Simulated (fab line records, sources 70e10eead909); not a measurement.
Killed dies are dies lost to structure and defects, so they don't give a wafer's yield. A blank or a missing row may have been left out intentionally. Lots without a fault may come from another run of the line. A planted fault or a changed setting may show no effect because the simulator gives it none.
Matching of chambers / flow nand-harc / rie-diel-01 running NHARC_A_CHANNEL_FILL_D1_ETCHBACK_20: 4 sister chambers
The step etches the open film in C4F8/O2/Ar, target depth 27 nm, time 13.5 s. 14 wafers are shown with their chamber, then 7 later ones without.

WAFERS PAIRED WITH THEIR CHAMBERS
wafer=L374.1; chamber=0; rf-vpp-V (V)=985; oes-product-au (a.u.)=1.01; run-length-s (s)=34.9
wafer=L374.3; chamber=2; rf-vpp-V (V)=980; oes-product-au (a.u.)=0.99; run-length-s (s)=34.6
wafer=L374.4; chamber=1; rf-vpp-V (V)=974; oes-product-au (a.u.)=1.01; run-length-s (s)=34.5
wafer=L375.3; chamber=2; rf-vpp-V (V)=979; oes-product-au (a.u.)=1.00; run-length-s (s)=34.6
wafer=L375.4; chamber=1; rf-vpp-V (V)=974; oes-product-au (a.u.)=1.00; run-length-s (s)=34.6
wafer=L375.5; chamber=3; rf-vpp-V (V)=971; oes-product-au (a.u.)=0.99; run-length-s (s)=35.1
wafer=L378.1; chamber=2; rf-vpp-V (V)=980; oes-product-au (a.u.)=0.99; run-length-s (s)=34.8
wafer=L378.3; chamber=3; rf-vpp-V (V)=969; oes-product-au (a.u.)=1.00; run-length-s (s)=34.6
wafer=L378.6; chamber=3; rf-vpp-V (V)=971; oes-product-au (a.u.)=0.99; run-length-s (s)=35.0
wafer=L379.1; chamber=2; rf-vpp-V (V)=978; oes-product-au (a.u.)=0.98; run-length-s (s)=34.8
wafer=L379.3; chamber=0; rf-vpp-V (V)=983; oes-product-au (a.u.)=1.01; run-length-s (s)=34.8
wafer=L379.5; chamber=0; rf-vpp-V (V)=984; oes-product-au (a.u.)=1.01; run-length-s (s)=35.0
wafer=L380.1; chamber=0; rf-vpp-V (V)=983; oes-product-au (a.u.)=1.01; run-length-s (s)=34.8
wafer=L380.4; chamber=3; rf-vpp-V (V)=972; oes-product-au (a.u.)=0.99; run-length-s (s)=34.8

SIGNATURES, as means of the wafers listed above
reading=rf-vpp-V; chamber 0=983.75; chamber 1=974.00; chamber 2=979.25; chamber 3=970.75; scatter within a chamber=1.01
reading=oes-product-au; chamber 0=1.0100; chamber 1=1.0050; chamber 2=0.9900; chamber 3=0.9925; scatter within a chamber=0.0057
reading=run-length-s; chamber 0=34.875; chamber 1=34.550; chamber 2=34.700; chamber 3=34.875; scatter within a chamber=0.148
Rule: for each reading, subtract the chamber's mean from the wafer's reading, divide by that reading's scatter and square the result; add these up over the readings and take the root, which gives the wafer's distance from the chamber. The wafer belongs to the nearest chamber; if the next one is less than 2 further off, it can't be placed. The scatter: the root of (the sum of the squares of (reading less its chamber's mean) over the shown wafers, divided by (wafers less chambers)).

WAFERS WHOSE CHAMBER IS MISSING
wafer=L380.5; rf-vpp-V (V)=984; oes-product-au (a.u.)=1.01; run-length-s (s)=34.9
wafer=L383.1; rf-vpp-V (V)=983; oes-product-au (a.u.)=1.01; run-length-s (s)=34.8
wafer=L383.2; rf-vpp-V (V)=979; oes-product-au (a.u.)=0.99; run-length-s (s)=34.7
wafer=L383.5; rf-vpp-V (V)=979; oes-product-au (a.u.)=0.99; run-length-s (s)=34.9
wafer=L389.4; rf-vpp-V (V)=979; oes-product-au (a.u.)=1.01; run-length-s (s)=34.9
wafer=L391.2; rf-vpp-V (V)=980; oes-product-au (a.u.)=0.93; run-length-s (s)=34.7
wafer=L392.2; rf-vpp-V (V)=985; oes-product-au (a.u.)=1.00; run-length-s (s)=34.5

THE CHAMBER EACH PASSED THROUGH
wafer=L380.5; from the rows above=0; in truth=0
wafer=L383.1; from the rows above=0; in truth=0
wafer=L383.2; from the rows above=2; in truth=2
wafer=L383.5; from the rows above=2; in truth=2
wafer=L389.4; from the rows above=can't be placed: 2 or 0 or 1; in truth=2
wafer=L391.2; from the rows above=2; in truth=2
wafer=L392.2; from the rows above=0; in truth=0
Placed correctly: 6 of 7. Cannot be placed on the basis of these rows: 1; the candidates contain the true chamber in 1. Wrongly placed: 0.
